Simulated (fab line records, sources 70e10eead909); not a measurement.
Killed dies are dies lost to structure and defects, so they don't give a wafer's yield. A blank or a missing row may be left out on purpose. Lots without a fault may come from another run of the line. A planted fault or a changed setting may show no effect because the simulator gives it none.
fab line records | flow nand_harc
record lots=22 wafers=66 last_day=25
route steps=1159 shown A_SLIT@781 A_CONTACT@842
lots that met no fault: from a run of the same line without faults
start_h: hours from the record's first day to the start of the lot's first wafer shown | wait_h: hours since the lot's step before | " the same as in the row above | L1.1+2: a row that stands for several wafers | - no value, or no start given | * or withheld: withheld | < > ~ a bound
route shown NAME@n: a module of which the file shows steps, and the number in the route of the first | usual: mean/standard deviation of fault-free wafers | same: alike in all rows | chamber/n: place in a boat | sites: the reading at each site | _std_site: their standard deviation | _edge_site: outer sites' mean less inner sites' | radius_mm: how far each site lies from the wafer's centre | mask NAME#n: copy n | behind: the tool/chamber that last shaped the wafer | hold: why the lot was held/for how many hours/how that ended | device: the transistor (n, p or np) that didn't switch | end of line: the same wafers' tests at the end of the route | a step without rows: its recipe alone | killed: dies lost to structure and defects at the first sort, not the wafer's yield | map: a wafer's dies, x killed, . not, _ none there
set.NAME: the setting as run; set.NAME@STEP: as run at that earlier step | model.NAME: the simulator's own value behind a step, which no gauge read
steps of the route over a sample of lots; a table a step, a row a wafer
services: from which hour (start_h, from the record's first day; less than 0 if before it) a tool's chamber was out of use, for how many hours, and why
## steps
# step NHARC_A_SLIT_DEP_23
# recipe target_thk_a=1000 target_thk_nm=100 temp_c=400 pressure_torr=3.5 flow_sccm=200 rf_w=350 material=SiON
# usual heater_power_w=739/100 susceptor_temp_C=400.02/0.22
# columns lot.wafer tool chamber start_h wait_h heater_power_w susceptor_temp_C
L074.2 pecvd-01 2 307.15 1.3 739 400.07
L074.3 " 1 " " 649 400.23
L074.4 " 2 " " 717 400.22
L075.1 pecvd-04 2 332.29 1.6 662 400.21
L075.3 " 0 " " 735 399.96
L075.4 " 1 " " 887 399.76
L077.1 pecvd-02 2 332.35 1.7 792 400.24
L077.3 " 1 " " 645 399.97
L077.5 " 0 " " 655 400.40
L076.1 pecvd-01 2 332.41 1.7 759 399.85
L076.3 " 0 " " 696 399.76
L076.6 " 2 " " 745 399.89
L080.2 pecvd-01 0 338.41 1.4 698 400.10
L080.6 " 2 " " 656 400.29
L080.5 " 0 " " 705 399.76
L079.1 pecvd-01 1 338.95 1.7 577 400.25
L079.4 " 2 " " 691 399.82
L079.5 " 1 " " 602 400.07
L078.2 pecvd-04 1 340.31 1.3 924 399.78
L078.5 " 2 " " 668 399.77
L078.6 " 0 " " 751 400.28
L082.1 pecvd-01 2 369.97 1.7 717 400.17
L082.2 " 1 " " 662 400.33
L082.6 " 2 " " 738 400.64
L081.2 pecvd-02 2 370.35 1.4 883 399.70
L081.6 " 2 " " 883 399.92
L081.5 " 1 " " 771 399.62
L084.1 pecvd-01 2 381.50 1.7 650 400.09
L084.6 " 0 " " 703 399.80
L084.5 " 2 " " 650 399.78
L085.2 pecvd-01 2 386.83 1.3 760 400.17
L085.3 " 1 " " 708 400.16
L085.4 " 2 " " 608 400.35
L088.2 pecvd-04 0 406.42 1.3 797 399.88
L088.6 " 1 " " 814 400.06
L088.5 " 2 " " 542 399.78
L086.3 pecvd-01 0 406.51 1.0 640 400.60
L086.4 " 0 " " 660 400.65
L086.6 " 1 " " 572 399.92
L089.3 pecvd-02 2 406.71 1.1 960 399.92
L089.4 " 0 " " 710 400.25
L089.5 " 2 " " 921 400.04
L087.3 pecvd-04 0 408.40 1.0 743 399.93
L087.2 " 1 " " 905 399.86
L087.4 " 0 " " 760 400.10
L090.1 pecvd-04 2 435.93 1.7 563 400.05
L090.3 " 0 " " 684 399.87
L090.4 " 1 " " 806 400.00
L091.3 pecvd-04 1 436.49 1.0 864 399.81
L091.2 " 0 " " 830 399.96
L091.4 " 2 " " 656 399.95
L092.1 pecvd-02 1 436.52 1.7 739 399.97
L092.2 " 2 " " 973 399.70
L092.5 " 2 " " 965 399.95
L095.2 pecvd-04 0 440.50 1.3 791 400.32
L095.6 " 0 " " 806 400.36
L095.4 " 1 " " 906 399.85
L096.1 pecvd-02 2 441.63 1.7 825 400.06
L096.3 " 1 " " 736 399.94
L096.5 " 1 " " 721 399.98
L093.2 pecvd-04 1 442.51 1.4 906 400.13
L093.5 " 2 " " 654 399.91
L093.4 " 1 " " 914 400.14
L097.2 pecvd-02 0 442.58 1.5 767 399.90
L097.3 " 1 " " 767 400.03
L097.4 " 1 " " 765 399.63
# step NHARC_A_SLIT_ETCH_24
# recipe target_depth_a=1210 time_s=60.5 cf4_flow_sccm=100 chf3_flow_sccm=30 ar_flow_sccm=0 rf_w=500 bias_w=200 chemistry=CF4/CHF3
# usual bias_w=200.0/0.53 drypump_motor_current_A=5.6/0.52 mfc_ar_sccm=0.008/0.011 oes_product_au=0.961/0.019 rf_vpp_V=371.0/2.9 showerhead_plenum_p_Torr=1.58/0.083 throttle_valve_pct=16.804/0.0094
# columns lot.wafer tool chamber start_h wait_h bias_w drypump_motor_current_A mfc_ar_sccm oes_product_au rf_hours_counter_h rf_vpp_V showerhead_plenum_p_Torr throttle_valve_pct
L074.4 rie_diel-12 1 308.13 0.1 200.4 6.2 0.043 0.984 9 371.1 1.63 16.800
L074.2 " 2 " " 200.5 5.4 0 0.971 8 374.6 1.69 16.800
L074.3 " 3 " " 199.9 6.0 0.025 0.960 9 367.3 1.47 16.798
L075.1 rie_diel-08 1 333.24 0.1 199.4 5.7 0 0.961 1 371.8 1.62 16.814
L075.3 " 2 " " 200.2 6.4 0.006 0.983 1 373.2 1.63 16.797
L075.4 " 3 " " 200.7 5.3 0.009 0.970 1 374.4 1.68 16.806
L077.1 rie_diel-12 3 333.40 0.1 200.1 6.0 0.025 0.975 10 367.4 1.47 16.806
L077.3 " 0 " " 199.7 6.4 0.016 0.952 10 373.7 1.69 16.801
L077.5 " 2 " " 199.9 5.4 0 0.974 - 373.9 1.69 16.804
L076.1 rie_diel-10 0 333.55 0.1 199.7 5.3 0 0.938 10 367.1 1.47 16.799
L076.3 " 2 " " 200.6 4.9 0 0.942 10 368.9 1.47 16.802
L076.6 " 1 " " 200.6 5.4 0.004 0.935 - 372.1 1.61 16.806
L080.2 rie_diel-10 3 339.32 0.1 200.3 6.0 0.012 0.943 10 371.6 1.56 16.807
L080.6 " 2 " " 200.2 4.9 0 0.965 - 368.4 1.47 16.797
L080.5 " 3 " " 199.7 6.0 0.012 0.953 - 368.4 1.56 16.800
L079.4 rie_diel-12 1 339.84 0.1 200.1 6.1 0.043 0.981 10 371.5 1.63 16.814
L079.1 " 0 " " 199.3 6.4 0.016 0.959 11 374.1 1.69 16.806
L079.5 " 2 " " 200.5 5.4 0 0.972 - 373.5 1.69 16.821
L078.2 rie_diel-10 2 341.28 0.1 200.7 4.9 0 0.974 11 367.0 1.47 16.800
L078.6 " 3 " " 200.9 6.0 0.012 0.947 - 369.9 1.56 16.798
L078.5 " 0 " " 200.0 5.2 0 0.977 - 367.9 1.47 16.792
L082.1 rie_diel-08 3 370.92 0.1 199.7 5.3 0.009 0.982 3 373.3 1.67 16.789
L082.2 " 1 " " 199.8 5.7 0 0.959 2 372.0 1.62 16.806
L082.6 " 0 " " 200.3 4.8 0 0.969 - 374.3 1.67 16.802
L081.2 rie_diel-12 2 371.33 0.1 199.6 5.4 0 0.949 11 374.6 1.69 16.801
L081.6 " 0 " " 199.7 6.4 0.016 0.953 - 375.4 1.69 16.805
L081.5 " 3 " " 199.4 6.0 0.025 0.966 - 366.8 1.47 16.794
L084.1 rie_diel-10 3 382.42 0.1 199.3 6.0 0.012 0.940 0 370.3 1.56 16.800
L084.6 " 1 " " 200.9 5.4 0.004 0.977 - 372.4 1.61 16.801
L084.5 " 2 " " 200.3 4.9 0 0.951 - 367.9 1.47 16.830
L085.3 rie_diel-10 2 387.69 0.1 199.5 4.9 0 0.915 1 367.8 1.47 16.796
L085.2 " 3 " " 199.8 6.0 0.012 0.919 1 371.4 1.56 16.811
L085.4 " 0 " " 200.6 5.3 0 0.916 1 366.3 1.47 16.804
L088.2 rie_diel-12 2 407.43 0.1 199.8 5.4 0 0.954 2 375.9 1.69 16.798
L088.6 " 3 " " 199.3 6.0 0.025 0.939 - 367.9 1.47 16.802
L088.5 " 0 " " 200.1 6.4 0.016 0.979 - 374.9 1.68 16.803
L086.3 rie_diel-10 3 407.58 0.1 199.6 6.0 0.012 0.955 3 369.4 1.56 16.814
L086.4 " 0 " " 200.1 5.2 0 0.968 3 366.2 1.47 16.772
L086.6 " 1 " " 199.2 5.4 0.004 0.965 - 372.5 1.61 16.806
L089.3 rie_diel-10 1 408.04 0.4 200.3 5.4 0.004 0.955 3 371.7 1.61 16.792
L089.4 " 2 " " 199.6 4.9 0 0.927 4 366.2 1.47 16.791
L089.5 " 0 " " 199.3 5.2 0 0.955 - 366.4 1.47 16.810
L087.3 rie_diel-08 2 409.21 0.1 199.5 6.4 0.006 0.942 7 371.2 1.63 16.815
L087.2 " 0 " " 200.0 4.8 0 0.934 6 373.4 1.67 16.808
L087.4 " 2 " " 199.5 6.4 0.006 0.939 - 373.1 1.63 16.802
L090.4 rie_diel-12 3 436.74 0.1 200.7 6.0 0.025 0.972 3 367.5 1.47 16.803
L090.1 " 0 " " 200.6 6.4 0.016 0.966 4 374.3 1.68 16.782
L090.3 " 1 " " 201.0 6.1 0.043 0.968 3 370.6 1.63 16.797
L092.2 rie_diel-08 0 437.45 0.1 200.0 4.8 0 0.987 7 372.5 1.67 16.803
L092.1 " 1 " " 199.4 5.7 0 0.983 6 372.4 1.62 16.817
L092.5 " 3 " " 200.1 5.3 0.009 0.964 - 373.5 1.67 16.810
L091.3 rie_diel-10 1 437.49 0.1 199.6 5.4 0.004 0.945 7 370.5 1.61 16.801
L091.2 " 3 " " 199.9 6.0 0.012 0.929 7 371.4 1.56 16.797
L091.4 " 0 " " 200.4 5.2 0 0.962 7 367.6 1.47 16.803
L095.2 rie_diel-08 2 441.58 0.1 200.2 6.4 0.006 0.999 9 371.7 1.63 16.812
L095.4 " 0 " " 199.9 4.8 0 0.965 8 372.1 1.67 16.818
L095.6 " 3 " " 199.6 5.3 0.009 0.989 - 374.9 1.67 16.806
L096.3 rie_diel-10 0 442.59 0.1 199.9 5.2 0 0.981 7 368.2 1.47 16.811
L096.1 " 1 " " 199.6 5.4 0.004 0.983 8 371.4 1.61 16.803
L096.5 " 3 " " 199.9 6.0 0.012 0.949 - 370.0 1.56 16.813
L093.4 rie_diel-08 2 443.42 0.1 199.5 6.4 0.006 0.976 10 372.0 1.63 16.796
L093.2 " 3 " " 199.9 5.3 0.009 0.965 9 374.1 1.67 16.795
L093.5 " 2 " " 200.3 6.4 0.006 0.975 - 373.9 1.63 16.803
L097.4 rie_diel-10 0 443.56 0.1 199.1 5.2 0 0.987 8 366.4 1.47 16.792
L097.2 " 1 " " 199.4 5.4 0.004 0.953 8 372.5 1.61 16.808
L097.3 " 2 " " 199.2 4.9 0 0.953 8 364.7 1.47 16.801
# step NHARC_A_CONTACT_DEP_28
# recipe target_thk_a=36000 temp_c=400 material=aC
# usual susceptor_temp_C=399.99/0.19 throttle_valve_pct=34.999/0.0094
# columns lot.wafer tool chamber start_h wait_h susceptor_temp_C throttle_valve_pct
L074.2 acl_dep-01 0 354.19 3.0 399.90 34.996
L074.3 " 0 " " 399.85 34.983
L074.4 " 0 " " 400.24 35.015
L075.1 acl_dep-02 0 377.78 2.6 - 34.992
L075.3 " 0 " " - 35.007
L075.4 " 0 " " - 35.000
L077.1 acl_dep-01 0 377.81 2.6 399.90 34.996
L077.3 " 0 " " 400.00 35.014
L077.5 " 0 " " 400.10 35.000
L076.1 acl_dep-02 0 381.92 1.7 - 34.997
L076.3 " 0 " " - 35.003
L076.6 " 0 383.74 3.5 - 34.998
L079.1 acl_dep-03 0 382.68 2.1 - 34.998
L079.4 " 0 383.77 3.2 - 34.994
L079.5 " 0 " " - 34.988
L078.2 acl_dep-02 0 388.65 0.4 - 34.997
L078.5 " 0 389.75 1.5 - 35.007
L078.6 " 0 " " - 34.991
L080.2 acl_dep-02 0 392.76 0.4 399.59 35.012
L080.5 " 0 393.86 1.5 399.66 35.009
L080.6 " 0 " " 399.76 34.998
L082.1 acl_dep-01 0 418.00 0.6 399.89 35.000
L082.2 " 0 " " 400.08 35.007
L082.6 " 0 419.85 2.5 400.17 34.995
L081.2 acl_dep-02 0 418.37 0.8 - 34.988
L081.5 " 0 419.46 1.9 - 34.994
L081.6 " 0 " " - 35.009
L084.1 acl_dep-01 0 422.72 0.1 400.17 34.994
L084.5 " 0 424.20 1.5 399.96 34.994
L084.6 " 0 " " 400.07 34.989
L085.2 acl_dep-03 0 430.19 0.4 400.19 34.998
L085.3 " 0 " " 399.96 35.003
L085.4 " 0 " " 399.99 34.989
L087.2 acl_dep-03 0 448.79 0.4 - 35.000
L087.3 " 0 " " - 34.996
L087.4 " 0 " " - 34.998
L086.3 acl_dep-02 0 449.05 0.8 399.90 35.008
L086.4 " 0 " " 400.03 35.000
L086.6 " 0 " " 399.66 35.026
L088.2 acl_dep-01 0 455.18 2.6 399.90 35.005
L088.5 " 0 456.29 3.7 399.87 35.000
L088.6 " 0 " " 400.04 35.001
L089.3 acl_dep-02 0 455.80 1.6 400.05 34.992
L089.4 " 0 " " 400.41 35.003
L089.5 " 0 " " 399.99 35.007
L090.1 acl_dep-03 0 479.51 1.3 - 35.014
L090.3 " 0 " " - 34.999
L090.4 " 0 " " - 34.978
L091.2 acl_dep-02 0 479.61 1.7 - 35.017
L091.3 " 0 " " - 34.994
L091.4 " 0 " " - 35.001
L092.1 acl_dep-01 0 488.03 5.2 400.23 34.993
L092.2 " 0 " " 399.98 34.995
L092.5 " 0 489.51 6.6 399.97 35.005
L095.2 acl_dep-01 0 498.37 0.4 399.92 35.023
L095.4 " 0 " " 400.05 34.988
L095.6 " 0 " " 399.74 34.991
L096.1 acl_dep-03 0 500.15 0.1 399.98 35.000
L096.3 " 0 " " 400.06 35.007
L096.5 " 0 " " 400.06 34.998
L093.2 acl_dep-01 0 504.39 2.0 - 35.015
L093.4 " 0 " " - 34.972
L093.5 " 0 " " - 34.986
L097.2 acl_dep-01 0 506.58 2.1 400.01 35.010
L097.3 " 0 " " 400.03 34.972
L097.4 " 0 " " 399.92 34.994
# step NHARC_A_CONTACT_DESCUM_47
# recipe time_s=3 o2_flow_sccm=200 ar_flow_sccm=0 bias_power_w=0 chemistry=O2
# usual drypump_motor_current_A=5.6/0.44 mfc_ar_sccm=0.007/0.0081 oes_product_au=1.001/0.013 rf_vpp_V=57.6/0.91 showerhead_plenum_p_Torr=1.87/0.091 throttle_valve_pct=11.311/0.0095
# same bias_power_w=0
# columns lot.wafer tool chamber start_h wait_h drypump_motor_current_A mfc_ar_sccm oes_product_au rf_hours_counter_h rf_vpp_V showerhead_plenum_p_Torr throttle_valve_pct
L074.2 rie_diel-11 2 357.03 0.1 5.1 0.010 1.003 61 57.5 1.83 11.323
L074.3 " 3 " " 5.5 0 1.009 61 58.4 1.81 11.315
L074.4 " 0 " " 6.0 0 0.982 58 58.4 1.95 11.307
L075.1 rie_diel-05 3 381.13 0.1 5.5 0 1.016 8 56.8 1.83 11.310
L075.3 " 0 " " 5.6 0.016 1.003 8 57.5 1.79 11.310
L075.4 " 1 " " 5.4 0 0.995 8 57.6 1.85 11.312
L077.3 rie_diel-07 2 381.32 0.1 6.7 0.007 0.994 46 58.5 1.88 11.302
L077.1 " 1 " " 6.4 0.008 0.994 49 57.1 1.97 11.313
L077.5 " 3 " " 5.4 0.018 0.995 - 57.7 2.04 11.305
L076.1 rie_diel-05 2 384.91 0.1 5.6 0 0.980 9 56.3 1.83 11.300
L076.3 " 1 " " 5.4 0 1.000 8 57.7 1.85 11.316
L076.6 " 2 " " 5.6 0 0.964 - 58.1 1.83 11.310
L079.1 rie_diel-11 1 385.70 0.1 5.1 0 0.983 2 56.0 1.79 11.316
L079.4 " 3 " " 5.5 0 1.008 1 58.9 1.81 11.308
L079.5 " 2 " " 5.1 0.010 1.006 - 57.7 1.82 11.305
L078.2 rie_diel-05 0 391.28 0.1 5.6 0.016 1.001 10 57.8 1.79 11.306
L078.6 " 0 " " 5.6 0.016 0.990 - 56.9 1.79 11.314
L078.5 " 1 " " 5.3 0 0.998 - 57.1 1.85 11.304
L080.2 rie_diel-05 0 395.53 0.1 5.5 0.016 0.991 11 56.5 1.79 11.323
L080.5 " 3 " " 5.5 0 1.009 - 56.7 1.83 11.295
L080.6 " 0 " " 5.6 0.016 0.997 - 58.8 1.79 11.304
L081.2 rie_diel-07 2 421.03 0.1 6.8 0.007 0.992 4 57.0 1.87 11.309
L081.5 " 3 " " 5.4 0.018 0.988 - 59.2 2.04 11.309
L081.6 " 0 " " 5.3 0.023 1.020 - 58.0 2.08 11.303
L082.2 rie_diel-11 0 421.15 0.1 6.0 0 0.992 14 57.9 1.94 11.315
L082.1 " 2 " " 5.1 0.010 1.004 13 58.6 1.82 11.307
L082.6 " 1 " " 5.1 0 0.998 - 57.9 1.79 11.302
L084.1 rie_diel-05 3 426.07 0.3 5.5 0 1.028 15 58.7 1.83 11.303
L084.6 " 3 " " 5.5 0 1.028 - 58.0 1.83 11.309
L084.5 " 0 " " 5.6 0.016 1.008 - 57.9 1.79 11.312
L085.2 rie_diel-11 1 433.19 0.1 5.1 0 0.992 19 58.1 1.79 11.308
L085.4 " 2 " " 5.1 0.010 0.995 20 56.8 1.82 11.304
L085.3 " 3 " " 5.5 0 1.007 21 57.4 1.80 11.318
L086.4 rie_diel-07 2 451.68 0.1 6.8 0.007 0.985 17 57.7 1.87 11.297
L086.3 " 3 " " 5.4 0.018 0.982 17 57.5 2.03 11.311
L086.6 " 2 " " 6.7 0.007 0.995 - 57.6 1.87 11.322
L087.2 rie_diel-05 3 451.84 0.1 5.5 0 1.022 20 57.5 1.83 11.311
L087.4 " 0 " " 5.6 0.016 1.008 21 57.0 1.79 11.319
L087.3 " 1 " " 5.4 0 0.995 19 57.2 1.84 11.315
L088.2 rie_diel-11 1 457.93 0.1 5.1 0 0.998 28 57.4 1.79 11.308
L088.5 " 3 " " 5.5 0 1.005 - 58.3 1.80 11.324
L088.6 " 0 " " 6.0 0 0.996 - 56.7 1.94 11.310
L089.3 rie_diel-07 3 458.22 0.1 5.4 0.018 0.990 19 58.3 2.03 11.302
L089.4 " 1 " " 6.3 0.008 1.017 16 58.0 1.96 11.314
L089.5 " 0 " " 5.3 0.023 1.015 - 58.9 2.07 11.296
L091.4 rie_diel-05 2 482.37 0.1 5.6 0 0.994 26 56.7 1.83 11.306
L091.3 " 3 " " 5.5 0 1.017 25 56.2 1.83 11.308
L091.2 " 0 " " 5.6 0.016 0.998 26 57.3 1.78 11.322
L090.4 rie_diel-07 2 482.61 0.1 6.8 0.007 0.983 25 58.5 1.87 11.323
L090.3 " 0 " " 5.3 0.023 1.022 20 58.5 2.07 11.303
L090.1 " 1 " " 6.4 0.008 1.020 21 58.5 1.96 11.312
L092.1 rie_diel-05 1 491.06 0.1 5.4 0 0.997 24 57.1 1.84 11.326
L092.2 " 0 " " 5.6 0.016 0.998 27 57.1 1.78 11.299
L092.5 " 1 " " 5.3 0 1.008 - 55.6 1.84 11.321
L095.2 rie_diel-05 3 501.16 0.1 5.5 0 1.030 29 57.4 1.83 11.329
L095.6 " 2 " " 5.6 0 0.992 - 59.1 1.83 11.307
L095.4 " 3 " " 5.5 0 1.024 - 57.9 1.83 11.320
L096.3 rie_diel-07 0 503.20 0.1 5.3 0.023 1.017 25 58.6 2.07 11.319
L096.1 " 1 " " 6.4 0.008 1.031 27 57.0 1.96 11.307
L096.5 " 3 " " 5.4 0.018 1.001 - 56.9 2.03 11.330
L093.4 rie_diel-07 1 507.16 0.1 6.3 0.008 1.020 28 58.5 1.96 11.307
L093.2 " 3 " " 5.4 0.018 0.995 30 57.4 2.03 11.315
L093.5 " 0 " " 5.3 0.023 1.004 - 59.6 2.07 11.319
L097.2 rie_diel-11 2 509.26 0.1 5.1 0.010 0.997 41 58.2 1.81 11.305
L097.3 " 3 " " 5.5 0 1.004 43 55.7 1.80 11.295
L097.4 " 0 " " 6.0 0 1.000 43 57.4 1.93 11.319
# step NHARC_A_CONTACT_ETCH_49
# recipe target_depth_a=2600 over_etch_frac=0.3 time_s=475.3 ion_energy_ev=200 n2_flow_sccm=150 h2_flow_sccm=150 ar_flow_sccm=0 rf_w=400 bias_w=150 chemistry=N2/H2
# usual bias_w=150.0/0.42 drypump_motor_current_A=5.6/0.44 mfc_ar_sccm=0.007/0.008 oes_product_au=1.001/0.015 rf_vpp_V=429.2/2.9 showerhead_plenum_p_Torr=1.99/0.097 throttle_valve_pct=14.170/0.0083
# columns lot.wafer tool chamber start_h wait_h bias_w drypump_motor_current_A mfc_ar_sccm oes_product_au rf_hours_counter_h rf_vpp_V showerhead_plenum_p_Torr throttle_valve_pct
L074.4 rie_diel-11 0 - - 149.8 6.0 0 0.974 59 432.2 2.08 14.168
L074.3 " 2 " " 150.1 5.1 0.010 0.997 61 426.6 1.94 14.175
L074.2 " 3 " " 150.3 5.5 0 1.005 61 427.8 1.93 14.170
L075.1 rie_diel-05 3 - - 150.2 5.5 0 1.005 8 427.6 1.95 14.151
L075.3 " 0 " " 149.5 5.6 0.016 1.003 8 424.9 1.90 14.171
L075.4 " 1 " " 150.1 5.4 0 1.000 8 430.1 1.97 14.170
L077.3 rie_diel-07 1 - - 149.6 6.3 0.008 0.993 49 431.4 2.10 14.188
L077.1 " 3 " " 150.1 5.4 0.018 0.989 53 434.3 2.18 14.178
L077.5 " 1 " " 149.9 6.3 0.008 0.997 - 432.0 2.10 14.167
L076.3 rie_diel-05 0 - - 149.6 5.6 0.016 1.002 9 426.3 1.90 14.164
L076.1 " 2 " " 149.9 5.6 0 0.978 9 427.3 1.95 14.172
L076.6 " 0 " " 150.7 5.6 0.016 1.002 - 426.5 1.90 14.173
L079.4 rie_diel-11 3 - - 149.7 5.5 0 1.020 2 427.7 1.93 14.171
L079.1 " 1 " " 151.0 5.1 0 0.999 2 426.8 1.91 14.157
L079.5 " 3 " " 150.6 5.5 0 1.019 - 427.7 1.93 14.172
L078.2 rie_diel-05 3 - - 149.9 5.5 0 1.001 10 426.3 1.95 14.168
L078.6 " 1 " " 149.5 5.4 0 1.003 - 428.8 1.97 14.162
L078.5 " 2 " " 149.8 5.6 0 0.969 - 427.9 1.95 14.158
L080.2 rie_diel-05 1 - - 150.4 5.4 0 0.999 11 428.3 1.97 14.160
L080.5 " 1 " " 150.4 5.4 0 1.001 - 427.9 1.97 14.159
L080.6 " 2 " " 149.9 5.7 0 0.978 - 426.8 1.95 14.169
L081.2 rie_diel-07 3 - - 150.5 5.4 0.018 0.989 4 432.8 2.17 14.170
L081.6 " 2 " " 149.9 6.8 0.007 0.989 - 428.5 1.99 14.157
L081.5 " 3 " " 150.8 5.4 0.018 0.980 - 433.7 2.17 14.163
L082.2 rie_diel-11 1 - - 149.4 5.1 0 0.992 15 426.5 1.90 14.175
L082.1 " 2 " " 149.9 5.1 0.010 0.993 13 428.1 1.94 14.172
L082.6 " 1 " " 150.3 5.1 0 0.997 - 426.5 1.90 14.169
L084.1 rie_diel-05 0 - - 149.4 5.6 0.016 1.004 16 426.6 1.90 14.184
L084.5 " 1 " " 150.3 5.4 0 0.992 - 429.4 1.97 14.176
L084.6 " 2 " " 149.7 5.6 0 0.976 - 428.1 1.95 14.159
L085.2 rie_diel-11 3 - - 150.3 5.5 0 1.014 21 426.7 1.92 14.179
L085.3 " 0 " " 149.7 6.0 0 1.000 21 431.4 2.07 14.183
L085.4 " 2 " " 150.1 5.1 0.010 1.005 20 427.6 1.93 14.178
L086.3 rie_diel-07 1 - - 149.3 6.3 0.008 1.019 14 433.2 2.09 14.167
L086.4 " 3 " " 150.2 5.4 0.018 0.988 17 435.8 2.17 14.169
L086.6 " 2 " " 150.1 6.8 0.007 0.999 - 429.3 1.99 14.165
L087.4 rie_diel-05 3 - - 149.8 5.5 0 1.003 21 427.6 1.95 14.161
L087.3 " 0 " " 149.5 5.6 0.016 1.013 21 426.2 1.90 14.175
L087.2 " 2 " " 149.3 5.6 0 0.984 22 428.1 1.95 14.158
L088.2 rie_diel-11 0 - - 150.0 6.0 0 0.992 30 431.8 2.07 14.163
L088.6 " 2 " " 150.4 5.1 0.010 1.004 - 426.4 1.93 14.162
L088.5 " 3 " " 150.0 5.5 0 1.018 - 427.9 1.92 14.175
L089.3 rie_diel-07 0 - - 149.8 5.3 0.023 1.015 15 435.0 2.21 14.182
L089.4 " 1 " " 149.6 6.3 0.008 1.019 16 432.0 2.09 14.176
L089.5 " 3 " " 150.3 5.4 0.018 0.994 - 434.9 2.17 14.174
L091.4 rie_diel-05 0 - - 149.5 5.6 0.016 1.005 26 426.9 1.90 14.185
L091.2 " 1 " " 149.6 5.4 0 0.990 23 429.7 1.96 14.173
L091.3 " 2 " " 150.4 5.6 0 0.986 26 427.6 1.95 14.171
L090.1 rie_diel-07 3 - - 149.6 5.4 0.018 0.997 23 433.7 2.17 14.169
L090.3 " 0 " " 149.6 5.3 0.023 1.024 20 435.4 2.21 14.163
L090.4 " 1 " " 150.2 6.4 0.008 1.011 21 432.9 2.09 14.166
L092.1 rie_diel-05 1 - - 149.4 5.4 0 1.006 24 428.5 1.96 14.172
L092.2 " 3 " " 149.7 5.5 0 1.030 26 428.0 1.95 14.165
L092.5 " 0 " " 149.9 5.6 0.016 1.010 - 426.4 1.90 14.183
L095.2 rie_diel-05 2 - - 150.3 5.6 0 0.997 28 427.5 1.95 14.177
L095.6 " 3 " " 150.2 5.5 0 1.027 - 428.5 1.94 14.169
L095.4 " 0 " " 149.8 5.5 0.016 1.007 - 425.8 1.90 14.169
L096.1 rie_diel-07 3 - - 150.5 5.4 0.018 0.997 28 434.6 2.17 14.170
L096.3 " 2 " " 149.3 6.7 0.007 0.976 30 429.6 1.98 14.152
L096.5 " 0 " " 149.4 5.3 0.023 1.005 - 434.0 2.21 14.181
L093.2 rie_diel-07 3 - - 150.3 5.4 0.018 1.005 30 434.1 2.17 14.163
L093.4 " 0 " " 150.8 5.3 0.023 1.015 28 435.4 2.21 14.172
L093.5 " 1 " " 150.8 6.3 0.008 1.019 - 432.7 2.09 14.184
L097.4 rie_diel-11 0 - - 149.4 6.0 0 1.007 43 432.3 2.06 14.164
L097.2 " 1 " " 150.0 5.1 0 1.000 42 424.0 1.90 14.158
L097.3 " 2 " " 149.8 5.1 0.010 1.007 42 428.0 1.93 14.171
# step NHARC_A_CONTACT_CD_MEAS_53
# usual cd_nm=189.6/0.87
# columns lot.wafer tool chamber start_h wait_h cd_nm
L074.2 cd_sem-03 - 360.50 - 191.1
L074.3 " - " " 189.9
L074.4 " - " " 190.4
L077.1 cd_sem-03 - 384.67 - 190.4
L077.3 " - " " 190.9
L077.5 " - " " 190.7
L075.1 cd_sem-02 - 384.91 - 190.2
L075.3 " - " " 190.0
L075.4 " - " " 190.8
L076.1 cd_sem-01 - 388.20 - 190.0
L076.3 " - " " 189.3
L076.6 " - " " 189.3
L079.1 cd_sem-02 - 389.48 - 190.3
L079.4 " - " " 189.5
L079.5 " - " " 190.2
L078.2 cd_sem-01 - 394.57 - 190.5
L078.5 " - " " 190.3
L078.6 " - " " 189.6
L080.2 cd_sem-03 - 398.81 - 188.4
L080.5 " - " " 187.8
L080.6 " - " " 188.0
L082.1 cd_sem-03 - 424.43 - 188.8
L082.2 " - " " 189.4
L082.6 " - " " 189.6
L081.2 cd_sem-03 - 424.83 - 191.1
L081.5 " - " " 191.5
L081.6 " - " " 190.6
L084.1 cd_sem-02 - 429.73 - 190.2
L084.5 " - " " 190.2
L084.6 " - " " 190.1
L085.2 cd_sem-02 - 436.74 - 189.5
L085.3 " - " " 190.2
L085.4 " - " " 189.1
L087.2 cd_sem-03 - 455.52 - 188.8
L087.3 " - " " 189.7
L087.4 " - " " 189.3
L086.3 cd_sem-01 - 455.54 - 190.0
L086.4 " - " " 189.1
L086.6 " - " " 190.0
L089.3 cd_sem-03 - 461.61 - 190.3
L089.4 " - " " 190.7
L089.5 " - " " 190.1
L088.2 cd_sem-01 - 461.81 - 188.7
L088.5 " - " " 188.9
L088.6 " - " " 188.8
L091.2 cd_sem-01 - 485.66 - 188.8
L091.3 " - " " 188.8
L091.4 " - " " 188.7
L090.1 cd_sem-01 - 485.89 - 189.7
L090.3 " - " " 189.2
L090.4 " - " " 190.0
L092.1 cd_sem-02 - 495.08 - 189.5
L092.2 " - " " 190.7
L092.5 " - " " 189.3
L095.2 cd_sem-02 - 504.74 - 189.6
L095.4 " - " " 189.5
L095.6 " - " " 189.9
L096.1 cd_sem-02 - 506.49 - 188.0
L096.3 " - " " 189.2
L096.5 " - " " 188.8
L093.2 cd_sem-03 - 510.48 - 189.6
L093.4 " - " " 189.6
L093.5 " - " " 189.5
L097.2 cd_sem-03 - 512.87 - 189.9
L097.3 " - " " 189.5
L097.4 " - " " 189.1
## services
# columns tool chamber start_h hours kind
pecvd-02 0 285.00 13.4 repair
rie_diel-05 3 290.47 2.4 repair
pecvd-02 - 292.89 1.9 repair
acl_dep-01 - 294.03 13.0 pm
rie_diel-07 - 335.76 2.1 repair
rie_diel-05 - 341.53 9.0 pm
pecvd-04 2 343.94 6.3 repair
pecvd-04 0 347.41 11.8 repair
acl_dep-02 - 350.18 13.0 pm
rie_diel-10 - 353.50 9.0 pm
rie_diel-10 3 369.45 2.4 repair
pecvd-04 - 369.54 2.7 repair
rie_diel-11 - 369.76 9.0 pm
pecvd-04 - 376.11 13.0 pm
rie_diel-05 1 402.40 9.1 repair
rie_diel-05 3 404.23 2.5 repair
rie_diel-07 - 405.52 9.0 pm
pecvd-01 - 418.13 13.0 pm
pecvd-01 - 442.43 0.9 repair
rie_diel-07 3 470.36 5.2 repair
acl_dep-01 - 475.03 13.0 pm
rie_diel-05 2 490.41 3.5 repair
rie_diel-10 2 494.09 71.9 repair
rie_diel-05 1 500.95 8.1 repair
## key
fault none
